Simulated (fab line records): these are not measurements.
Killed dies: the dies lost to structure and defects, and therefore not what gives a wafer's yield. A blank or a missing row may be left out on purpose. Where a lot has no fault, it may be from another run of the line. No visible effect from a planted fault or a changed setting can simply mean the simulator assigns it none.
Problem report, 8D (eight disciplines) form, completed by code / flow nandHarc / the parts of the form that need people (team, actions taken, sign-off) are left out

== 1. THE ISSUE ==
killedAtArray at NHARC_END_SORT_01 reads a mean of 354 on 2 wafers of 2 lots; wafers without a fault read 26 with a standard deviation of 9.6. That puts it +34 standard deviations away from the usual mean.
First observed at day 21 10:10: wafer L616.6, on prober-02. Wafers with a number at this step in the record: 4, from 2 lots. By rule, "out" or "out of limits" means more than 4 standard deviations away from the usual mean. The rest of the wafers with a number are treated as sound.

== 2. WHAT IT IS; WHAT IT IS NOT ==
question=which readings at this step | is=killedAtArray, killedDies | is not=killedAtOther, killedAtPeriphery, killedOpen, killedShort
question=which lots | is=L616, L618 | is not=-
question=which wafers of those lots | is=L616.6, L618.2 | is not=L616.3, L618.1
question=read on which gauges | is=prober-02 | is not=-
question=when | is=from day 21 10:10 | is not=up to then (1 sound wafer); but 1 sound wafer of L618 came after

== 3. SUSPECTS, AND WHAT RULES EACH OUT ==
Counting: if a tool at a process step up to the reading ran every lot that is out, it stays a suspect. Sound lots after the first of them don't rule it out here, since some wafers of a struck lot are sound.
- the gauge at NHARC_END_SORT_01 is ruled out. All the wafers that are out were read on prober-02, but those of them that NHARC_A_STAIRCASE_ETCH_221 has rows for are out there too, on other tools.
- rieDiel-07 at NHARC_A_STAIRCASE_DESCUM_219 (chemistry O2, time 3 s): kept. It ran every lot that is out, first L616 (day 13 13:58).
- rieDiel-07 at NHARC_A_STAIRCASE_ETCH_221 (etches the open film in C4F8/O2, target depth 100 nm, time 40.5 s): kept. It ran every lot that is out, first L616 (day 13 15:36). Its own oesProductAu readings are out on those wafers.
- rieDiel-07 at NHARC_A_STAIRCASE_ETCH_223 (etches the open film in C4F8/O2, target depth 100 nm, time 40.5 s): kept. It ran every lot that is out, first L616 (day 13 16:32). NHARC_A_STAIRCASE_ETCH_223 gives no start for some lots, so the hours and the order of its lots are those of NHARC_A_STAIRCASE_TRIM_229.
- rieDiel-06 at NHARC_A_STAIRCASE_TRIM_229 (chemistry O2, time 211.2 s): kept. It ran every lot that is out, first L616 (day 13 16:32).
- rieDiel-06, NHARC_A_STAIRCASE_TRIM_229: wafers that are out in chamber 0, sound lot-mates in chambers 1, 3.
Left after counting: rieDiel-07 at NHARC_A_STAIRCASE_DESCUM_219, rieDiel-07 at NHARC_A_STAIRCASE_ETCH_221, rieDiel-07 at NHARC_A_STAIRCASE_ETCH_223, rieDiel-06 at NHARC_A_STAIRCASE_TRIM_229.

== 4. THE CAUSE (what the simulator had put in) ==
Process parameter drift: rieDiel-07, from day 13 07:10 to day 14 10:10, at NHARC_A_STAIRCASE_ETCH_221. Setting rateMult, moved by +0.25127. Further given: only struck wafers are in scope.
This tool is one of the 4 suspects left after counting.

== 5. THE CHAIN OF EFFECTS, in route order ==
Each row: a reading whose mean over the struck wafers that have a number lies more than 3 standard deviations from the usual. Only readings for which the record gives a usual standard deviation are gone through. hours: the time from each lot's start at the first step in this table that gives one to its start at this step, as a median over the lots. sigmas: the change in usual standard deviations.
hours=0; step=NHARC_A_STAIRCASE_ETCH_221; reading=oesProductAu; usual=0.942 a.u.; on struck wafers=1.078; change=+0.136; sigmas=+9.7
hours=186; step=NHARC_END_SORT_01; reading=killedAtArray; usual=26; on struck wafers=354; change=+328; sigmas=+34
hours=186; step=NHARC_END_SORT_01; reading=killedDies; usual=31; on struck wafers=356; change=+324; sigmas=+32
Here are the process steps it includes:
- NHARC_A_STAIRCASE_ETCH_221: etches the open film in C4F8/O2, target depth 100 nm, time 40.5 s.

== 6. HOW IT WOULD HAVE BEEN CAUGHT EARLIER ==
The first out-of-limits reading at a measuring or inspecting step in this record came at day 21 10:10, 195 hours after the fault's start at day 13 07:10.
Tool's own readings at NHARC_A_STAIRCASE_ETCH_221, oesProductAu: out on all struck wafers the step has rows for; an alarm limit on them would have tripped on the first.
Lots out: 2; all had begun NHARC_A_STAIRCASE_ETCH_221 on rieDiel-07 by day 21 10:10. A hold on the tool at that time would have spared none of them.
